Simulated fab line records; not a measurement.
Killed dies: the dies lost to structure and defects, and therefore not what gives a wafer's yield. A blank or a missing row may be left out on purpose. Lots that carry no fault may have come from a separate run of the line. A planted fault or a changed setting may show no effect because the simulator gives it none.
fab line records	flow n5-finfet
record lots=7	wafers=39
route steps=1938 shown BEOL_M14@1716
start-h: hours from the record's first day to the start of the lot's first wafer shown	wait-h: hours elapsed since this lot's preceding step	" the same as in the row above	L1.1+2: a row that stands for several wafers	- either no value or no given start	* or withheld: withheld	< > ~ a bound
route shown NAME@n: names a module that has steps shown in the file, with the first one's number in the route	usual: mean/standard deviation taken from wafers without a fault	same: alike in all rows	chamber/n: place in a boat	sites: each site's reading	_std_site: their standard deviation	_edge_site: mean of outer sites minus mean of inner sites	radius-mm: for every site, how far away it sits from the centre of the wafer	mask NAME#n: copy n	behind: the tool/chamber that last shaped the wafer	hold: the reason the lot was held/the length of the hold in hours/how it ended	device: the n, p or np transistor that did not switch	end of line: the route-end tests of the same wafers	step lacking rows: just its recipe	killed: at the first sort, the dies lost to defects and structure; wafer yield is something else	map: dies across one wafer; x = killed, . = not, _ = none there
set.NAME: the run value of the setting; set.NAME@STEP: its run value at that earlier step	model.NAME: the simulator's own value behind a step, which no gauge read
lots with deliberately changed settings; one table per step, one row per wafer
## steps
# step N5_BEOL_M14_ILD_DEP_00
# recipe material=SiO2	target-thk-a=11193	temp-c=400	precursor=TEOS/O2	pressure-torr=6.5	rf-w=900	teos-flow-sccm=161.4	gas=O2	flow-sccm=2650	time-s=237.4
lot.wafer	tool	chamber	start-h	wait-h	set.target-thk-a	model.SiO2_of_BEOL_M14_ILD_DEP_00.thk-nm
L076.1	pecvd-03	1	244.07	0.0	11193	1116
L076.4	"	1	"	"	11193	1131
L076.5	"	0	"	"	11193	1141
L077.1	pecvd-03	2	261.77	0.0	5053	508.2
L077.2	"	1	"	"	11193	1126
L077.3	"	0	"	"	11193	1093
L077.4	"	2	"	"	5053	510.2
L077.5	"	0	"	"	5053	499.8
L077.6	"	1	"	"	11193	1127
L078.1	pecvd-03	2	268.37	0.0	11193	1134
L078.2	"	0	"	"	15350	1540
L078.3	"	1	"	"	11193	1132
L078.4	"	2	"	"	15350	1552
L078.5	"	0	"	"	11193	1130
L078.6	"	1	"	"	15350	1555
L079.1	pecvd-01	2	276.53	0.0	11193	1098
L079.2	"	0	"	"	11193	1087
L079.3	"	2	"	"	11193	1112
L079.4	"	0	"	"	11193	1113
L079.5	"	0	"	"	11193	1096
L079.6	"	2	"	"	11193	1100
L086.1	pecvd-04	0	301.92	0.0	16510	1672
L086.2	"	2	"	"	11193	1152
L086.3	"	1	"	"	16510	1663
L086.4	"	0	"	"	11193	1148
L086.5	"	1	"	"	16510	1683
L086.6	"	2	"	"	11193	1156
L088.1	pecvd-03	1	330.94	0.0	15850	1589
L088.2	"	0	"	"	11193	1110
L088.3	"	2	"	"	15850	1588
L088.4	"	1	"	"	11193	1130
L088.5	"	2	"	"	11193	1132
L088.6	"	0	"	"	15850	1603
L091.1	pecvd-04	2	338.27	0.0	11193	1137
L091.2	"	1	"	"	11193	1126
L091.3	"	0	"	"	7569	765.6
L091.4	"	0	"	"	7569	787.4
L091.5	"	2	"	"	7569	775
L091.6	"	1	"	"	11193	1151
# step N5_BEOL_M14_THK_MEAS_01
# recipe reads=SiO2_of_BEOL_M14_ILD_DEP_00
# usual M14_ILD_THK=1129/16
lot.wafer	tool	chamber	start-h	wait-h	set.target-thk-a@BEOL_M14_ILD_DEP_00	M14_ILD_THK[nm]
L076.1	film-metro-02	-	244.26	0.1	11193	1116
L076.4	"	-	"	"	11193	1132
L076.5	"	-	"	"	11193	1142
L077.1	film-metro-02	-	261.96	0.1	5053	508
L077.2	"	-	"	"	11193	1126
L077.3	"	-	"	"	11193	1093
L077.4	"	-	"	"	5053	511
L077.5	"	-	"	"	5053	500
L077.6	"	-	"	"	11193	1126
L078.1	film-metro-02	-	268.56	0.1	11193	1133
L078.2	"	-	"	"	15350	1540
L078.3	"	-	"	"	11193	1132
L078.4	"	-	"	"	15350	1552
L078.5	"	-	"	"	11193	1131
L078.6	"	-	"	"	15350	1554
L079.1	film-metro-02	-	276.79	0.2	11193	1098
L079.2	"	-	"	"	11193	1088
L079.3	"	-	"	"	11193	1112
L079.4	"	-	"	"	11193	1111
L079.5	"	-	"	"	11193	1096
L079.6	"	-	"	"	11193	1100
L086.1	film-metro-01	-	302.11	0.1	16510	1672
L086.2	"	-	"	"	11193	1152
L086.3	"	-	"	"	16510	1663
L086.4	"	-	"	"	11193	1147
L086.5	"	-	"	"	16510	1683
L086.6	"	-	"	"	11193	1156
L088.1	film-metro-01	-	331.13	0.1	15850	1589
L088.2	"	-	"	"	11193	1110
L088.3	"	-	"	"	15850	1588
L088.4	"	-	"	"	11193	1131
L088.5	"	-	"	"	11193	1132
L088.6	"	-	"	"	15850	1601
L091.1	film-metro-02	-	338.46	0.1	11193	1136
L091.2	"	-	"	"	11193	1127
L091.3	"	-	"	"	7569	766
L091.4	"	-	"	"	7569	788
L091.5	"	-	"	"	7569	775
L091.6	"	-	"	"	11193	1151
# step N5_BEOL_M14_COAT_58
# recipe resist=BARC	temp-c=205	time-s=60	spin-rpm=1500	resist-thk-nm=89
# step N5_BEOL_M14_COAT_04
# recipe spin-rpm=1704	resist-thk-nm=800
# step N5_BEOL_M14_DESCUM_15
# recipe chemistry=O2	time-s=7.9	source-power-w=50	bias-power-w=20	pressure-mtorr=20	rf-frequency-hz=2.712e+07	temp-c=40	o2-flow-sccm=225
# step N5_BEOL_M14_ETCH_59
# recipe chemistry=N2/H2	target=BARC	target-depth-a=890	overetch-a=267	time-s=67.9	ion-energy-ev=200	pressure-mtorr=30	source-w=840	bias-w=150	n2-flow-sccm=200	h2-flow-sccm=200
# step N5_BEOL_M14_VIA_ETCH_16
# recipe chemistry=C4F8/O2/Ar	target=SiO2	he-inner-torr=15	he-outer-torr=30	target-depth-a=12313	time-s=withheld	ion-energy-ev=800	pressure-mtorr=20	source-w=1905	bias-w=2040	Ar_flow_sccm=400	C4F8_flow_sccm=16	O2_flow_sccm=12	ends=cleared
lot.wafer	tool	chamber	start-h	wait-h	set.target-thk-a@BEOL_M14_ILD_DEP_00	model.etch.depth-nm	model.coat_of_BEOL_M14_COAT_04.thk-nm
L076.1	rie-diel-04	1	244.99	0.0	11193	1116	454
L076.4	"	2	"	"	11193	1131	448
L076.5	"	2	"	"	11193	1141	446.4
L077.1	rie-diel-04	1	262.47	0.0	5053	508.2	596.4
L077.2	"	3	"	"	11193	1126	451.6
L077.3	"	2	"	"	11193	1093	457.4
L077.4	"	0	"	"	5053	510.3	593.6
L077.5	"	3	"	"	5053	499.8	598.8
L077.6	"	2	"	"	11193	1127	452.2
L078.1	rie-diel-06	2	269.11	0.0	11193	1134	447.2
L078.2	"	3	"	"	15350	1540	347.4
L078.3	"	1	"	"	11193	1132	449.4
L078.4	"	0	"	"	15350	1552	355
L078.5	"	3	"	"	11193	1130	448.6
L078.6	"	2	"	"	15350	1555	348
L079.1	rie-diel-02	0	277.40	0.0	11193	1098	455.2
L079.2	"	1	"	"	11193	1087	458.4
L079.3	"	2	"	"	11193	1112	453.2
L079.4	"	3	"	"	11193	1113	453.2
L079.5	"	3	"	"	11193	1096	455
L079.6	"	0	"	"	11193	1100	458.4
L086.1	rie-diel-02	0	302.59	0.0	16510	1672	324
L086.2	"	3	"	"	11193	1152	443.4
L086.3	"	1	"	"	16510	1663	322
L086.4	"	2	"	"	11193	1148	447.2
L086.5	"	1	"	"	16510	1683	316.4
L086.6	"	2	"	"	11193	1156	442.6
L088.1	rie-diel-02	3	331.73	0.0	15850	1589	343.6
L088.2	"	2	"	"	11193	1110	459.4
L088.3	"	0	"	"	15850	1588	345.6
L088.4	"	1	"	"	11193	1130	450.6
L088.5	"	3	"	"	11193	1132	449.8
L088.6	"	2	"	"	15850	1603	340.4
L091.1	rie-diel-06	3	339.07	0.0	11193	1137	446.4
L091.2	"	0	"	"	11193	1126	455.6
L091.3	"	1	"	"	7569	765.6	538.8
L091.4	"	2	"	"	7569	787.5	532.8
L091.5	"	3	"	"	7569	775	533
L091.6	"	2	"	"	11193	1151	445.6
# step N5_BEOL_M14_STRIP_63
# recipe chemistry=O2	power-w=600	temp-c=60	pressure-mtorr=30	rf-frequency-hz=6e+07	bias-power-w=0	overash-fraction=0.3	o2-flow-sccm=225
# step N5_BEOL_M14_STRIP_64
# recipe chemistry=O2	power-w=600	temp-c=60	pressure-mtorr=30	rf-frequency-hz=6e+07	bias-power-w=0	overash-fraction=0.3	o2-flow-sccm=225
# step N5_BEOL_M14_STRIP_71
# recipe chemistry=post-etch-residue-remover	time-s=60	temp-c=25	remover-ph=withheld	remover-water-wt-pct=withheld	remover-fluoride-wt-pct=withheld
# step N5_BEOL_M14_SRD_72
# recipe time-s=30	temp-c=23	rinse-liquid=diw	dry=n2-spin	spin-rpm=1500	dry-time-s=30
# step N5_BEOL_M14_CD_MEAS_17
# recipe target-cd-nm=250	polarity=opening
# usual cd-nm=251.3/1.5
lot.wafer	tool	chamber	start-h	wait-h	set.target-thk-a@BEOL_M14_ILD_DEP_00	cd-nm
L076.1	cd-sem-03	-	245.34	0.0	11193	250.2
L076.4	"	-	"	"	11193	253.1
L076.5	"	-	"	"	11193	250.6
L077.1	cd-sem-03	-	262.82	0.0	5053	247.6
L077.2	"	-	"	"	11193	253.1
L077.3	"	-	"	"	11193	250.8
L077.4	"	-	"	"	5053	246.0
L077.5	"	-	"	"	5053	244.3
L077.6	"	-	"	"	11193	250.6
L078.1	cd-sem-03	-	269.46	0.0	11193	251.3
L078.2	"	-	"	"	15350	255.5
L078.3	"	-	"	"	11193	250.2
L078.4	"	-	"	"	15350	253.4
L078.5	"	-	"	"	11193	251.1
L078.6	"	-	"	"	15350	252.3
L079.1	cd-sem-01	-	277.75	0.0	11193	252.1
L079.2	"	-	"	"	11193	250.1
L079.3	"	-	"	"	11193	252.6
L079.4	"	-	"	"	11193	252.2
L079.5	"	-	"	"	11193	253.2
L079.6	"	-	"	"	11193	250.0
L086.1	cd-sem-02	-	302.94	0.0	16510	256.2
L086.2	"	-	"	"	11193	253.0
L086.3	"	-	"	"	16510	255.3
L086.4	"	-	"	"	11193	251.2
L086.5	"	-	"	"	16510	255.9
L086.6	"	-	"	"	11193	252.6
L088.1	cd-sem-03	-	332.08	0.0	15850	255.3
L088.2	"	-	"	"	11193	252.9
L088.3	"	-	"	"	15850	255.7
L088.4	"	-	"	"	11193	250.4
L088.5	"	-	"	"	11193	250.0
L088.6	"	-	"	"	15850	255.0
L091.1	cd-sem-01	-	339.41	0.0	11193	252.9
L091.2	"	-	"	"	11193	251.8
L091.3	"	-	"	"	7569	250.0
L091.4	"	-	"	"	7569	249.0
L091.5	"	-	"	"	7569	248.1
L091.6	"	-	"	"	11193	250.9
## key
split step=N5_BEOL_M14_ILD_DEP_00	setting=target-thk-a	stated=11193	by=wafer
response step=N5_BEOL_M14_ILD_DEP_00	reading=model.SiO2_of_BEOL_M14_ILD_DEP_00.thk-nm	change=+11.1	per=1%	r=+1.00
response step=N5_BEOL_M14_THK_MEAS_01	reading=M14_ILD_THK	change=+11.1	per=1%	r=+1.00
response step=N5_BEOL_M14_VIA_ETCH_16	reading=model.etch.depth-nm	change=+11.1	per=1%	r=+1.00
response step=N5_BEOL_M14_VIA_ETCH_16	reading=model.coat_of_BEOL_M14_COAT_04.thk-nm	change=-2.62	per=1%	r=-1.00
response step=N5_BEOL_M14_CD_MEAS_17	reading=cd-nm	change=+0.0898	per=1%	r=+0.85
